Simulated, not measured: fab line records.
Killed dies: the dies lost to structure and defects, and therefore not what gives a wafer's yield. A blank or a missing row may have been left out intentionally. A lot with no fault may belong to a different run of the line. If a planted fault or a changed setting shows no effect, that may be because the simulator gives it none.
A struck lot beside a sound one | flow n5_finfet | 16 out of 1938 route steps
Sound: wafers L746.4, L746.5, L746.6. Struck: wafer L762.3 (left out: L762.5, a lot-mate that was not struck); the cause follows at the end.
Order at every step that has rows: each side's tool, ch and its chambers, its first start. Under that, the readings that differ: sound wafers | struck wafers | difference of the means | sigmas: that difference in standard deviations of wafers without a fault.
alike: readings with means less than 2 such deviations apart, plus words and numbers identical on both sides. not compared: withheld readings, readings lacking a value on some wafer, bounds such as >300 that could conceal the same value, and numbers that have no deviation in the record and whose values overlap.
A row with sigmas, a row that says differs or no value, or rows on one side alone: a step with any of these is where the two part. Non-overlapping numbers with no deviation appear without sigmas and do not part them. A reading that every wafer of one side lacks parts them only if that side has two wafers or more.

N5_MOL_CONTACT_COAG_INSPECT_42: inspects for defects (brightfield).
  sound on defect_inspect-01, day 6 18:13; struck on defect_inspect-01, day 10 08:29
  alike: raw_defect_count
N5_MOL_CONTACT_COAG_DESCUM_45: chemistry O2, time 7 s.
  sound on rie_diel-06 ch 0,3, day 6 18:14; struck on rie_diel-01 ch 3, day 10 08:31
  alike: drypump_motor_current_A, oes_product_au, rf_vpp_V, showerhead_plenum_p_Torr, throttle_valve_pct
  not compared: rf_hours_counter_h
then, 2 steps without rows for these wafers: N5_MOL_CONTACT_COAG_ETCH_65 (etches underlayer in N2/H2, target depth 13 nm, time 10.4 s); N5_MOL_CONTACT_COAG_ETCH_66 (etches SiARC in CF4, target depth 13 nm, time 21.7 s).
N5_MOL_CONTACT_COAG_ALD_133: deposits SiO2, target thk 5 nm, pulse time 1 s, co reactant pulse time 1 s.
  sound on ald_sin-02 ch 1,2, day 6 18:22; struck on ald_sin-01 ch 1, day 10 08:39
  alike: heater_power_w, precursor_pulse_height_rel
then, 1 step without rows for these wafers: N5_MOL_CONTACT_COAG_ETCHBACK_134 (etches SiO2 in CHF3, target depth 10 nm, time 6.7 s).
N5_MOL_CONTACT_COAG_ETCH_67: etches SOC in N2/H2, target depth 60 nm, overetch 21 nm, time 101.2 s.
  sound on rie_diel-01 ch 1,2,3, day 6 18:41; struck on rie_diel-01 ch 3, day 10 08:52
  reading                | sound | struck | difference                   | sigmas
  rf_hours_counter_h (h) | - - - | 48     | no value on the sound wafers |
  alike: bias_w, drypump_motor_current_A, oes_product_au, rf_vpp_V, showerhead_plenum_p_Torr, throttle_valve_pct
then, 4 steps without rows for these wafers: N5_MOL_CONTACT_COAG_STRIP_68 (strips in N2/H2); N5_MOL_CONTACT_COAG_STRIP_69 (strips in N2/H2); N5_MOL_CONTACT_COAG_ETCHBACK_136 (etches SiO2 in CHF3, target depth 25 nm, time 16.7 s); N5_MOL_CONTACT_COAG_STRIP_120 (strips in CHF3).
N5_MOL_CONTACT_COAG_VIA_ETCH_117: etches SiO2 in C4F6/O2, target depth 40 nm, overetch 8 nm, time 26 s.
  sound on rie_diel-01 ch 1,2,3, day 6 18:47; struck on rie_diel-01 ch 3, day 10 08:59
  reading                | sound | struck | difference                   | sigmas
  rf_hours_counter_h (h) | - - - | 48     | no value on the sound wafers |
  alike: bias_w, drypump_motor_current_A, oes_product_au, rf_vpp_V, showerhead_plenum_p_Torr, throttle_valve_pct
N5_MOL_CONTACT_COAG_ETCH_124: etches SiNx in CH3F/O2, stops on SiOC, target depth 6.5 nm.
  sound on rie_diel-01 ch 1,2,3, day 6 18:49; struck on rie_diel-01 ch 3, day 10 09:01
  reading                                           | sound          | struck | difference                   | sigmas
  rf_hours_counter_h (h)                            | - - -          | 48     | no value on the sound wafers |
  model.SOC_of_MOL_CONTACT_COAG_COAT_62.thk_nm (nm) | 48.4 48.4 48.2 | 48.6   | +0.3                         |
  alike: bias_w, drypump_motor_current_A, oes_product_au, rf_vpp_V, showerhead_plenum_p_Torr, throttle_valve_pct
N5_MOL_CONTACT_COAG_ETCH_48: etches SiOC in C4F6/O2, target depth 15 nm, overetch 4.5 nm, time 17 s.
  sound on rie_diel-01 ch 1,2,3, day 6 18:52; struck on rie_diel-01 ch 3, day 10 09:04
  reading                                           | sound          | struck | difference                   | sigmas
  rf_hours_counter_h (h)                            | - - -          | 48     | no value on the sound wafers |
  model.SOC_of_MOL_CONTACT_COAG_COAT_62.thk_nm (nm) | 45.8 45.8 45.6 | 46     | +0                           |
  alike: bias_w, drypump_motor_current_A, oes_product_au, rf_vpp_V, showerhead_plenum_p_Torr, throttle_valve_pct
N5_MOL_CONTACT_COAG_STRIP_72: strips in N2/H2.
  sound on rie_diel-01 ch 1,2,3, day 6 18:56; struck on rie_diel-01 ch 3, day 10 09:07
  reading                | sound | struck | difference                   | sigmas
  rf_hours_counter_h (h) | - - - | 48     | no value on the sound wafers |
  alike: drypump_motor_current_A, oes_product_au, rf_vpp_V, showerhead_plenum_p_Torr, throttle_valve_pct
-- the record jumps here: 3 days lie between the struck wafers' starts before and after (it left off in module MOL_CONTACT_COAG and takes up again in module BEOL_M4, whose first step shown is number 1111 of the route) --
N5_BEOL_M4_RC_MEAS_101:
  sound on prober-01 ch 0, day 8 23:05; struck on prober-01 ch 0, day 13 16:07
  reading        | sound             | struck | difference | sigmas
  DIBL_N (mV/V)  | 34.7 33.6 33.8    | 38.0   | +4.0       | +3
  DIBL_P (mV/V)  | 35.2 33.5 33.9    | 39.1   | +4.9       | +3
  IOFF_N (nA/um) | 0.135 0.119 0.128 | 0.172  | +0.045     | +2
  ION_N (uA/um)  | 659 660 658       | 680    | +21        | +2
  VT_N (mV)      | 252.8 255.6 253.1 | 248.9  | -4.9       | -2
  alike: IOFF_P, ION_P, SS_N, SS_P, VT_P

## WHERE THEY PART
Earliest at N5_MOL_CONTACT_COAG_ETCH_67; latest, in this record, at N5_BEOL_M4_RC_MEAS_101.

WHY: what the simulator had put in
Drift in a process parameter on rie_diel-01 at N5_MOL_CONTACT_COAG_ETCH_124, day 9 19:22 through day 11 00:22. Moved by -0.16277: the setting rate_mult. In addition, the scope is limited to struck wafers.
